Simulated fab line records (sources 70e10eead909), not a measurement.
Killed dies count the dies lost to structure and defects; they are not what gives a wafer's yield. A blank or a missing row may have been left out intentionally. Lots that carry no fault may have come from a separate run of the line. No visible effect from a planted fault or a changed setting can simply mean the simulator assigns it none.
A struck lot beside a sound one -- flow nand_harc -- 14 out of 1302 route steps
Sound: the wafers L676.1, L676.2, L676.3. Wafers struck: L663.1, L663.2, L663.3. The cause is named last.
Each step with rows lists, per side, the tool, then ch with its chambers, then its first start. Under that, the readings that differ: sound wafers -- struck wafers -- difference of the means -- sigmas: that difference in standard deviations of wafers without a fault.
alike: same words and numbers on both sides, and readings whose means sit less than 2 such deviations apart. not compared: any withheld reading, any reading some wafer has no value for, any bound like >300 that may hide the same value, and any number with overlapping values for which the record gives no deviation.
The two part at a step that has a row with sigmas, a row that says differs or no value, or rows on one side only. Non-overlapping numbers with no deviation appear without sigmas and do not part them. Lack of a reading on every wafer of one side parts them only where that side has two or more wafers.

first, 9 steps without rows for these wafers: NHARC_THIN_TSV_PVD_24 (deposits Al, target thk 800 nm); NHARC_THIN_TSV_DEHYDRATE_25 (time 120 s); NHARC_THIN_TSV_HMDS_26 (time 30 s); NHARC_THIN_TSV_COAT_27; NHARC_THIN_TSV_SOFTBAKE_28 (time 95 s); NHARC_THIN_TSV_EBR_29; NHARC_THIN_TSV_EXPOSE_30 (exposes mask PAD); NHARC_THIN_TSV_PEB_31 (peb time 85 s); NHARC_THIN_TSV_DEVELOP_32 (time 70 s).
NHARC_THIN_TSV_CD_MEAS_33 targets a cd of 5000 nm.
  sound on cd_sem-01 ch 0, day 33 00:43; struck on cd_sem-03 ch 0, day 27 04:55
  alike: cd_nm
then, 1 step without rows for these wafers: NHARC_THIN_TSV_HARDBAKE_34 (time 80 s).
NHARC_THIN_TSV_DESCUM_35: chemistry O2, time 3 s.
  sound on rie_diel-03 ch 1,2,3, day 33 00:52; struck on rie_diel-01 ch 1,2,3, day 27 05:05
reading,sound,struck,difference,sigmas
rf_hours_counter_h (h),8 8 8,2 3 2,-6,
  alike: drypump_motor_current_A, o2_flow_sccm, oes_product_au, rf_vpp_V, showerhead_plenum_p_Torr, throttle_valve_pct
NHARC_THIN_TSV_ETCH_59: etches the open film in Cl2/BCl3, target depth 880 nm, time 138.1 s.
  sound on rie_metal-02 ch 0,1, day 33 01:00; struck on rie_metal-03 ch 0,1, day 27 05:11
  no value came back on the struck wafers for any of 5 readings (bcl3_flow_sccm (sccm), bias_w (W) and others); on the sound wafers bcl3_flow_sccm (sccm) reads 29.99 29.83 29.83
  not compared: rf_hours_counter_h
NHARC_THIN_TSV_ETCH_36: etches the open film in Cl2/BCl3, target depth 65 nm, time 18.571 s.
  sound on rie_metal-02 ch 0,1, day 33 01:16; struck on rie_metal-03 ch 0,1, day 27 05:28
  alike: chamber_pressure_mTorr, drypump_motor_current_A, oes_product_au
  not compared: rf_hours_counter_h

== WHERE THEY PART ==
NHARC_THIN_TSV_ETCH_59 only, going by this record. Later steps at which nothing parts them and some readings are alike: NHARC_THIN_TSV_ETCH_36.

WHY: the cause the simulator had injected
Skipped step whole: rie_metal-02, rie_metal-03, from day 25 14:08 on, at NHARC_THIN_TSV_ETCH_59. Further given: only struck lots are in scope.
